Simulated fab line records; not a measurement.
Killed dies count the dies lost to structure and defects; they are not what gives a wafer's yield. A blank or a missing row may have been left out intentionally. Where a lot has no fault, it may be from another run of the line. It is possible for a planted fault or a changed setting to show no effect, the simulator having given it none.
What tool caused it? || flow n5_finfet || Sampling: 12 lots, 32 wafers, 5 of 1938 route steps

== WHAT EACH GAUGE READ, for each wafer ==
N5_BEOL_M0_CUTY_CD_MEAS_57 targets a cd of 200 nm. Usual: cd_nm at 199.5 nm, with a standard deviation of 1.1.
{"lot": "L199", "measured": "day 6 10:23", "on": "cd_sem-02", "cd_nm (nm)": "197.2 199.3", "flag": ""}
{"lot": "L200", "measured": "day 6 16:40", "on": "cd_sem-02", "cd_nm (nm)": "198.8 199.7", "flag": ""}
{"lot": "L203", "measured": "day 7 11:19", "on": "cd_sem-01", "cd_nm (nm)": "198.7 199.7", "flag": ""}
{"lot": "L208", "measured": "day 8 19:07", "on": "cd_sem-01", "cd_nm (nm)": "200.0 201.9 201.4", "flag": ""}
{"lot": "L209", "measured": "day 8 22:53", "on": "cd_sem-01", "cd_nm (nm)": "201.3 198.5 199.7", "flag": ""}
{"lot": "L210", "measured": "day 9 06:50", "on": "cd_sem-03", "cd_nm (nm)": "201.2 199.1 200.2", "flag": ""}
{"lot": "L212", "measured": "day 9 15:32", "on": "cd_sem-01", "cd_nm (nm)": "197.6 200.4 198.1", "flag": ""}
{"lot": "L214", "measured": "day 10 02:04", "on": "cd_sem-01", "cd_nm (nm)": "197.5 199.4", "flag": ""}
{"lot": "L215", "measured": "day 10 08:31", "on": "cd_sem-01", "cd_nm (nm)": "200.2 199.7 198.4", "flag": ""}
{"lot": "L217", "measured": "day 10 22:04", "on": "cd_sem-03", "cd_nm (nm)": "198.6 199.2 199.0", "flag": ""}
{"lot": "L218", "measured": "day 11 04:23", "on": "cd_sem-02", "cd_nm (nm)": "201.6 199.1 197.4", "flag": ""}
{"lot": "L219", "measured": "day 11 11:49", "on": "cd_sem-02", "cd_nm (nm)": "199.8 198.0 199.9", "flag": ""}

N5_BEOL_M0_CUTY_OVL_MEAS_58. Usual: M0_ABLK_OVL gives 0.3 nm (standard deviation 0.83).
{"lot": "L199", "measured": "day 6 10:26", "on": "overlay-01", "M0_ABLK_OVL (nm)": "0.0 -0.4", "flag": ""}
{"lot": "L200", "measured": "day 6 16:41", "on": "overlay-01", "M0_ABLK_OVL (nm)": "1.4 0.8", "flag": ""}
{"lot": "L203", "measured": "day 7 11:20", "on": "overlay-02", "M0_ABLK_OVL (nm)": "0.2 0.0", "flag": ""}
{"lot": "L208", "measured": "day 8 19:08", "on": "overlay-01", "M0_ABLK_OVL (nm)": "-0.9 -0.2 -0.5", "flag": ""}
{"lot": "L209", "measured": "day 8 22:55", "on": "overlay-01", "M0_ABLK_OVL (nm)": "1.5 1.1 0.9", "flag": ""}
{"lot": "L210", "measured": "day 9 06:52", "on": "overlay-02", "M0_ABLK_OVL (nm)": "0.7 0.6 1.2", "flag": ""}
{"lot": "L212", "measured": "day 9 15:34", "on": "overlay-01", "M0_ABLK_OVL (nm)": "1.7 1.1 1.3", "flag": ""}
{"lot": "L214", "measured": "day 10 02:06", "on": "overlay-02", "M0_ABLK_OVL (nm)": "-0.7 -1.3", "flag": ""}
{"lot": "L215", "measured": "day 10 08:32", "on": "overlay-02", "M0_ABLK_OVL (nm)": "-1.1 -0.6 -0.2", "flag": ""}
{"lot": "L217", "measured": "day 10 22:05", "on": "overlay-01", "M0_ABLK_OVL (nm)": "0.3 0.4 0.7", "flag": ""}
{"lot": "L218", "measured": "day 11 04:25", "on": "overlay-01", "M0_ABLK_OVL (nm)": "1.2 0.0 -0.2", "flag": ""}
{"lot": "L219", "measured": "day 11 11:50", "on": "overlay-02", "M0_ABLK_OVL (nm)": "-0.7 -0.5 -1.1", "flag": ""}

N5_BEOL_M4_RC_MEAS_101. Usual: DIBL_N 36.0 mV/V, standard deviation 1.9; DIBL_P 35.6 mV/V, standard deviation 2.4; IOFF_N 0.16 nA/um, standard deviation 0.036; IOFF_P 0.21 nA/um, standard deviation 0.04; ION_N 673 uA/um, standard deviation 14; ION_P 460 uA/um, standard deviation 8.9; SS_N 71.5 mV/dec, standard deviation 0.67; SS_P 73.2 mV/dec, standard deviation 0.73; VT_N 249 mV, standard deviation 3.6; VT_P -250 mV, standard deviation 3.7.
{"lot": "L199", "measured": "day 8 21:08", "on": "prober-02", "DIBL_N (mV/V)": "34.4 36.4", "DIBL_P (mV/V)": "32.6 34.7", "IOFF_N (nA/um)": "0.13 0.14", "IOFF_P (nA/um)": "0.18 0.20", "ION_N (uA/um)": "668 657", "ION_P (uA/um)": "460 455", "SS_N (mV/dec)": "70.8 71.3", "SS_P (mV/dec)": "73.0 73.0", "VT_N (mV)": "253 256", "VT_P (mV)": "-249 -248", "flag": ""}
{"lot": "L200", "measured": "day 8 16:07", "on": "prober-01", "DIBL_N (mV/V)": "33.6 33.5", "DIBL_P (mV/V)": "33.5 33.5", "IOFF_N (nA/um)": "0.14 0.15", "IOFF_P (nA/um)": "0.19 0.19", "ION_N (uA/um)": "665 677", "ION_P (uA/um)": "457 464", "SS_N (mV/dec)": "70.7 71.2", "SS_P (mV/dec)": "72.8 73.3", "VT_N (mV)": "250 249", "VT_P (mV)": "-251 -249", "flag": ""}
{"lot": "L203", "measured": "day 9 08:53", "on": "prober-02", "DIBL_N (mV/V)": "36.5 36.1", "DIBL_P (mV/V)": "36.3 36.6", "IOFF_N (nA/um)": "0.15 0.15", "IOFF_P (nA/um)": "0.19 0.20", "ION_N (uA/um)": "666 663", "ION_P (uA/um)": "454 454", "SS_N (mV/dec)": "71.7 72.0", "SS_P (mV/dec)": "73.6 73.5", "VT_N (mV)": "250 250", "VT_P (mV)": "-254 -251", "flag": ""}
{"lot": "L212", "measured": "day 11 23:18", "on": "prober-02", "DIBL_N (mV/V)": "37.0 29.9 36.2", "DIBL_P (mV/V)": "35.8 26.3 34.4", "IOFF_N (nA/um)": "0.16 0.08 0.14", "IOFF_P (nA/um)": "0.21 0.11 0.19", "ION_N (uA/um)": "688 658 670", "ION_P (uA/um)": "469 453 457", "SS_N (mV/dec)": "72.1 68.8 71.8", "SS_P (mV/dec)": "74.6 71.2 73.5", "VT_N (mV)": "249 255 251", "VT_P (mV)": "-250 -257 -250", "flag": ""}
{"lot": "L214", "measured": "day 12 17:22", "on": "prober-02", "DIBL_N (mV/V)": "31.0 36.8", "DIBL_P (mV/V)": "30.6 37.6", "IOFF_N (nA/um)": "0.10 0.19", "IOFF_P (nA/um)": "0.15 0.26", "ION_N (uA/um)": "662 685", "ION_P (uA/um)": "456 464", "SS_N (mV/dec)": "69.6 71.5", "SS_P (mV/dec)": "72.0 73.7", "VT_N (mV)": "257 245", "VT_P (mV)": "-254 -248", "flag": ""}
{"lot": "L215", "measured": "day 12 12:13", "on": "prober-02", "DIBL_N (mV/V)": "34.6 33.1 36.2", "DIBL_P (mV/V)": "35.0 32.2 36.5", "IOFF_N (nA/um)": "0.15 0.11 0.16", "IOFF_P (nA/um)": "0.19 0.15 0.21", "ION_N (uA/um)": "677 664 672", "ION_P (uA/um)": "467 461 468", "SS_N (mV/dec)": "71.4 70.9 71.1", "SS_P (mV/dec)": "73.3 72.4 73.8", "VT_N (mV)": "249 254 249", "VT_P (mV)": "-251 -255 -249", "flag": ""}
{"lot": "L217", "measured": "day 12 22:08", "on": "prober-01", "DIBL_N (mV/V)": "33.6 33.4 35.7", "DIBL_P (mV/V)": "33.4 34.0 36.4", "IOFF_N (nA/um)": "0.13 0.12 0.15", "IOFF_P (nA/um)": "0.21 0.21 0.25", "ION_N (uA/um)": "656 667 667", "ION_P (uA/um)": "457 469 461", "SS_N (mV/dec)": "71.0 70.7 72.1", "SS_P (mV/dec)": "73.3 72.3 74.2", "VT_N (mV)": "249 253 248", "VT_P (mV)": "-245 -245 -247", "flag": ""}
{"lot": "L218", "measured": "day 13 07:47", "on": "prober-02", "DIBL_N (mV/V)": "38.9 36.5 37.4", "DIBL_P (mV/V)": "38.7 34.8 36.9", "IOFF_N (nA/um)": "0.20 0.15 0.17", "IOFF_P (nA/um)": "0.23 0.17 0.20", "ION_N (uA/um)": "689 670 668", "ION_P (uA/um)": "460 447 459", "SS_N (mV/dec)": "71.7 71.3 72.0", "SS_P (mV/dec)": "74.6 73.3 73.7", "VT_N (mV)": "243 250 247", "VT_P (mV)": "-252 -254 -252", "flag": ""}
{"lot": "L219", "measured": "day 13 22:50", "on": "prober-02", "DIBL_N (mV/V)": "34.9 34.4 34.5", "DIBL_P (mV/V)": "36.5 35.7 35.4", "IOFF_N (nA/um)": "0.16 0.15 0.14", "IOFF_P (nA/um)": "0.20 0.19 0.18", "ION_N (uA/um)": "684 678 664", "ION_P (uA/um)": "467 459 456", "SS_N (mV/dec)": "71.0 71.3 71.2", "SS_P (mV/dec)": "72.7 72.7 72.9", "VT_N (mV)": "248 251 250", "VT_P (mV)": "-249 -254 -253", "flag": ""}

== EACH LOT AND THE TOOL THAT RAN IT (in order: tool; ch and the chambers of the sampled wafers; start) ==
{"lot": "L199", "N5_BEOL_M0_ETCH_128": "rie_diel-01 ch 1,2, day 6 13:41", "N5_BEOL_M0_ALD_136": "ald_metal-01 ch 3, day 6 15:19"}
{"lot": "L200", "N5_BEOL_M0_ETCH_128": "rie_diel-01 ch 1,2, day 6 17:54", "N5_BEOL_M0_ALD_136": "ald_metal-03 ch 0,1, day 6 18:45"}
{"lot": "L203", "N5_BEOL_M0_ETCH_128": "rie_diel-05 ch 1,2, day 7 12:36", "N5_BEOL_M0_ALD_136": "ald_metal-01 ch 3, day 7 13:53"}
{"lot": "L208", "N5_BEOL_M0_ETCH_128": "rie_diel-05 ch 0,2,3, day 8 21:22", "N5_BEOL_M0_ALD_136": "ald_metal-01 ch 0,3, day 8 22:33"}
{"lot": "L209", "N5_BEOL_M0_ETCH_128": "rie_diel-04 ch 0,3, day 9 00:31", "N5_BEOL_M0_ALD_136": "ald_metal-01 ch 0,1,2, day 9 01:19"}
{"lot": "L210", "N5_BEOL_M0_ETCH_128": "rie_diel-04 ch 0,1,2, day 9 08:29", "N5_BEOL_M0_ALD_136": "ald_metal-03 ch 0,1,3, day 9 09:40"}
{"lot": "L212", "N5_BEOL_M0_ETCH_128": "rie_diel-04 ch 0,1,3, day 9 19:10", "N5_BEOL_M0_ALD_136": "ald_metal-04 ch 2,3, day 9 20:04"}
{"lot": "L214", "N5_BEOL_M0_ETCH_128": "rie_diel-04 ch 0,2, day 10 04:53", "N5_BEOL_M0_ALD_136": "ald_metal-04 ch 2,3, day 10 06:03"}
{"lot": "L215", "N5_BEOL_M0_ETCH_128": "rie_diel-05 ch 0,2,3, day 10 11:17", "N5_BEOL_M0_ALD_136": "ald_metal-03 ch 0,1,3, day 10 11:56"}
{"lot": "L217", "N5_BEOL_M0_ETCH_128": "rie_diel-04 ch 0,1, day 11 02:06", "N5_BEOL_M0_ALD_136": "ald_metal-03 ch 0,1,2, day 11 03:16"}
{"lot": "L218", "N5_BEOL_M0_ETCH_128": "rie_diel-05 ch 1,2,3, day 11 06:23", "N5_BEOL_M0_ALD_136": "ald_metal-01 ch 0,2,3, day 11 07:42"}
{"lot": "L219", "N5_BEOL_M0_ETCH_128": "rie_diel-04 ch 0,1, day 11 16:04", "N5_BEOL_M0_ALD_136": "ald_metal-04 ch 1,2,3, day 11 17:17"}
- N5_BEOL_M0_ETCH_128: etches SiCN in CF4/N2, target depth 12 nm, overetch 5.1 nm, time 21.4 s.
- N5_BEOL_M0_ALD_136: deposits TaN, pulse time 2 s, purge time 3 s, co reactant purge time 2 s.

== WHAT THE TOOLS THEMSELVES READ (means of the sampled wafers that have a number; where no wafer has one, the mark that the record gives instead) ==
N5_BEOL_M0_ETCH_128. Usual: bias_w 70.00 W, standard deviation 0.21; cf4_flow_sccm 59.98 sccm, standard deviation 0.18; chamber_pressure_mTorr 40.00 mTorr, standard deviation 0.036; drypump_motor_current_A 5.7 A, standard deviation 0.5; oes_product_au 0.57 a.u., standard deviation 0.054; rf_vpp_V 381.7 V, standard deviation 1.6; showerhead_plenum_p_Torr 2.19 Torr, standard deviation 0.049; throttle_valve_pct 15.44 %, standard deviation 0.25.
{"lot": "L199", "tool": "rie_diel-01", "bias_w (W)": 69.87, "cf4_flow_sccm (sccm)": 59.92, "chamber_pressure_mTorr (mTorr)": 40.01, "drypump_motor_current_A (A)": 5.5, "oes_product_au (a.u.)": 0.51, "rf_vpp_V (V)": 383.4, "showerhead_plenum_p_Torr (Torr)": 2.24, "throttle_valve_pct (%)": 15.73, "flag": ""}
{"lot": "L200", "tool": "rie_diel-01", "bias_w (W)": 70.06, "cf4_flow_sccm (sccm)": 59.89, "chamber_pressure_mTorr (mTorr)": 39.93, "drypump_motor_current_A (A)": 5.5, "oes_product_au (a.u.)": 0.50, "rf_vpp_V (V)": 383.9, "showerhead_plenum_p_Torr (Torr)": 2.24, "throttle_valve_pct (%)": 15.74, "flag": ""}
{"lot": "L203", "tool": "rie_diel-05", "bias_w (W)": 70.08, "cf4_flow_sccm (sccm)": 60.00, "chamber_pressure_mTorr (mTorr)": 39.98, "drypump_motor_current_A (A)": 6.2, "oes_product_au (a.u.)": 0.56, "rf_vpp_V (V)": 382.8, "showerhead_plenum_p_Torr (Torr)": 2.17, "throttle_valve_pct (%)": 15.57, "flag": ""}
{"lot": "L208", "tool": "rie_diel-05", "bias_w (W)": "-", "cf4_flow_sccm (sccm)": "-", "chamber_pressure_mTorr (mTorr)": "-", "drypump_motor_current_A (A)": "-", "oes_product_au (a.u.)": "-", "rf_vpp_V (V)": "-", "showerhead_plenum_p_Torr (Torr)": "-", "throttle_valve_pct (%)": "-", "flag": "OFF"}
{"lot": "L209", "tool": "rie_diel-04", "bias_w (W)": "-", "cf4_flow_sccm (sccm)": "-", "chamber_pressure_mTorr (mTorr)": "-", "drypump_motor_current_A (A)": "-", "oes_product_au (a.u.)": "-", "rf_vpp_V (V)": "-", "showerhead_plenum_p_Torr (Torr)": "-", "throttle_valve_pct (%)": "-", "flag": "OFF"}
{"lot": "L210", "tool": "rie_diel-04", "bias_w (W)": "-", "cf4_flow_sccm (sccm)": "-", "chamber_pressure_mTorr (mTorr)": "-", "drypump_motor_current_A (A)": "-", "oes_product_au (a.u.)": "-", "rf_vpp_V (V)": "-", "showerhead_plenum_p_Torr (Torr)": "-", "throttle_valve_pct (%)": "-", "flag": "OFF"}
{"lot": "L212", "tool": "rie_diel-04", "bias_w (W)": 69.90, "cf4_flow_sccm (sccm)": 59.90, "chamber_pressure_mTorr (mTorr)": 39.98, "drypump_motor_current_A (A)": 5.8, "oes_product_au (a.u.)": 0.57, "rf_vpp_V (V)": 382.5, "showerhead_plenum_p_Torr (Torr)": 2.18, "throttle_valve_pct (%)": 15.33, "flag": ""}
{"lot": "L214", "tool": "rie_diel-04", "bias_w (W)": 70.31, "cf4_flow_sccm (sccm)": 60.09, "chamber_pressure_mTorr (mTorr)": 39.99, "drypump_motor_current_A (A)": 5.6, "oes_product_au (a.u.)": 0.57, "rf_vpp_V (V)": 379.1, "showerhead_plenum_p_Torr (Torr)": 2.14, "throttle_valve_pct (%)": 15.29, "flag": ""}
{"lot": "L215", "tool": "rie_diel-05", "bias_w (W)": 70.00, "cf4_flow_sccm (sccm)": 59.84, "chamber_pressure_mTorr (mTorr)": 39.98, "drypump_motor_current_A (A)": 5.6, "oes_product_au (a.u.)": 0.56, "rf_vpp_V (V)": 382.1, "showerhead_plenum_p_Torr (Torr)": 2.17, "throttle_valve_pct (%)": 15.53, "flag": ""}
{"lot": "L217", "tool": "rie_diel-04", "bias_w (W)": 69.97, "cf4_flow_sccm (sccm)": 59.99, "chamber_pressure_mTorr (mTorr)": 40.00, "drypump_motor_current_A (A)": 5.7, "oes_product_au (a.u.)": 0.54, "rf_vpp_V (V)": 380.8, "showerhead_plenum_p_Torr (Torr)": 2.16, "throttle_valve_pct (%)": 15.44, "flag": ""}
{"lot": "L218", "tool": "rie_diel-05", "bias_w (W)": 69.87, "cf4_flow_sccm (sccm)": 59.90, "chamber_pressure_mTorr (mTorr)": 39.98, "drypump_motor_current_A (A)": 5.8, "oes_product_au (a.u.)": 0.55, "rf_vpp_V (V)": 381.1, "showerhead_plenum_p_Torr (Torr)": 2.16, "throttle_valve_pct (%)": 15.55, "flag": ""}
{"lot": "L219", "tool": "rie_diel-04", "bias_w (W)": 70.08, "cf4_flow_sccm (sccm)": 59.98, "chamber_pressure_mTorr (mTorr)": 39.99, "drypump_motor_current_A (A)": 5.7, "oes_product_au (a.u.)": 0.54, "rf_vpp_V (V)": 380.9, "showerhead_plenum_p_Torr (Torr)": 2.16, "throttle_valve_pct (%)": 15.45, "flag": ""}

N5_BEOL_M0_ALD_136. Usual: heater_power_w at 410 W, with a standard deviation of 41.
{"lot": "L199", "tool": "ald_metal-01", "heater_power_w (W)": 406, "flag": ""}
{"lot": "L200", "tool": "ald_metal-03", "heater_power_w (W)": 461, "flag": ""}
{"lot": "L203", "tool": "ald_metal-01", "heater_power_w (W)": 409, "flag": ""}
{"lot": "L208", "tool": "ald_metal-01", "heater_power_w (W)": 400, "flag": ""}
{"lot": "L209", "tool": "ald_metal-01", "heater_power_w (W)": 421, "flag": ""}
{"lot": "L210", "tool": "ald_metal-03", "heater_power_w (W)": 447, "flag": ""}
{"lot": "L212", "tool": "ald_metal-04", "heater_power_w (W)": 408, "flag": ""}
{"lot": "L214", "tool": "ald_metal-04", "heater_power_w (W)": 408, "flag": ""}
{"lot": "L215", "tool": "ald_metal-03", "heater_power_w (W)": 449, "flag": ""}
{"lot": "L217", "tool": "ald_metal-03", "heater_power_w (W)": 429, "flag": ""}
{"lot": "L218", "tool": "ald_metal-01", "heater_power_w (W)": 402, "flag": ""}
{"lot": "L219", "tool": "ald_metal-04", "heater_power_w (W)": 386, "flag": ""}

== THE ANSWER, worked out from the rows above alone ==
Rule: take the mean of a lot's wafers that have a number; if it is more than 3 standard deviations from the usual mean, the lot is off. Also off: a lot with no number at a reading for which 4 or more lots have one. Where the step has rows for the other lots, those lots are counted as sound. The gauges are gone through in route order, then the tools' own readings, and for those a lot's mean is taken as printed above. The first step at which some lot is off is used, and at that step the reading that is off furthest; a lot without a number counts as furthest.
Off, at N5_BEOL_M0_ETCH_128 on bias_w: L208, L209, L210. Without a number there: L208, L209, L210.
A tool fits if, at that step or a process step before it, it ran every lot that is off, and no sound lot after the first of them. No candidate that was tried fits.

== WHAT THE SIMULATOR HAD PUT IN ==
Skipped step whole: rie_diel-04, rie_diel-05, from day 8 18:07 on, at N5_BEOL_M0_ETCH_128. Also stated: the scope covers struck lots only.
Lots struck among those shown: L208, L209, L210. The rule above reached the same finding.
